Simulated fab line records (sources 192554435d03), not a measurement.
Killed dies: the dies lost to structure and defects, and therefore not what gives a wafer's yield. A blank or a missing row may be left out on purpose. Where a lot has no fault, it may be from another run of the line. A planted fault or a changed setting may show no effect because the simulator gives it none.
Split-lot study    flow n5_finfet    21 wafers read across 7 lots, on a route 1938 steps long

ON THE SPLIT
At N5_BEOL_M11_DEP_56 (deposits SiCN from 3MS/NH3, target thk 30 nm, time 10.5 s), the setting time_s was moved away from the recipe's 10.5 s on 5 of the 21 wafers read, by -14.4% to -6.3%. This setting was run at the recipe's value on the other wafers.

The split's own step is where the reading is taken.

THE READING
SiCN_of_BEOL_M11_DEP_56.thk_nm (the simulator's own value, which no gauge read), in nm, at N5_BEOL_M11_DEP_56 (deposits SiCN from 3MS/NH3, target thk 30 nm, time 10.5 s). The file does not state a usual value for it. Average 30.1 nm, standard deviation 0.32 nm, over the 16 wafers here run with the recipe.

wafer   tool, chamber at the split  time_s as run, s  against the recipe  SiCN_of_BEOL_M11_DEP_56.thk_nm, nm  against lot-mates on the recipe
L075.3  pecvd-03, 2,0               10.5              recipe              30.2                                -
L075.4  pecvd-03, 2,0               10.5              recipe              30.2                                -
L075.6  pecvd-03, 1                 10.5              recipe              30.4                                -
L074.2  pecvd-01, 2,1               10.5              recipe              30                                  -
L074.6  pecvd-01, 2,1               10.5              recipe              30                                  -
L074.3  pecvd-01, 1                 10.5              recipe              29.6                                -
L083.3  pecvd-03, 0                 10.5              recipe              29.6                                -
L083.4  pecvd-03, 0                 10.5              recipe              30                                  -
L083.5  pecvd-03, 1                 10.5              recipe              30.4                                -
L087.4  pecvd-02, 2                 9.837             -6.3%               28.6                                -1.6
L087.5  pecvd-02, 2                 9.837             -6.3%               28.4                                -1.8
L087.6  pecvd-02, 0                 10.5              recipe              30.2                                -
L086.1  pecvd-02, 0,1               10.5              recipe              30.2                                -
L086.2  pecvd-02, 0,1               10.5              recipe              30.2                                -
L086.4  pecvd-02, 0                 8.989             -14.4%              26.6                                -3.6
L091.2  pecvd-02, 1                 9.23              -12.1%              27.2                                -3.6
L091.3  pecvd-02, 2                 9.23              -12.1%              26.8                                -4.0
L091.5  pecvd-02, 1                 10.5              recipe              30.8                                -
L093.3  pecvd-03, 1                 10.5              recipe              29.6                                -
L093.5  pecvd-03, 1,2               10.5              recipe              29.8                                -
L093.6  pecvd-03, 1,2               10.5              recipe              29.8                                -
When a row names more than one chamber, that row covers several wafers, and the file does not tell which wafer ran in which chamber.

FIT RESULTS
A straight line over all 21 wafers: SiCN_of_BEOL_M11_DEP_56.thk_nm changes by +0.248 nm for each +1% of time_s; r = +0.97; the points scatter about the line by 0.31 nm.
The same after taking each lot's own level away (the mean of its wafers on the recipe; 21 wafers): +0.285 nm for each +1%; r = +0.99; scatter 0.24 nm.
Per that fit: largest time_s move, reading shift of 4.1 nm.
Measured against the standard deviation above, the lots' own levels, which go from 29.73 to 30.80 nm, span 3.3 times it.
So the slope is not independent of the lot-to-lot level: the two fits are not the same.
Check: for one of the wafers moved furthest among these (-14.4%), held out of the fit, the line's prediction against its lot-mates is -4.39 nm. It came out at -3.6 nm against them.

OTHER SPLITS ON THESE WAFERS
These wafers also went through other splits before the reading. Each is held against what the fit with the lots' levels taken away leaves over:
other split on the same wafers     wafers away from the commonest value  r with SiCN_of_BEOL_M11_DEP_56.thk_nm (lot level and that fit taken away)
N5_BEOL_M11_TRENCH_ETCH_37 time_s  6                                     +0.34

THE FILE'S OWN FIT
SiCN_of_BEOL_M11_DEP_56.thk_nm changes by +0.276 nm for each +1% of time_s, r = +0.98.
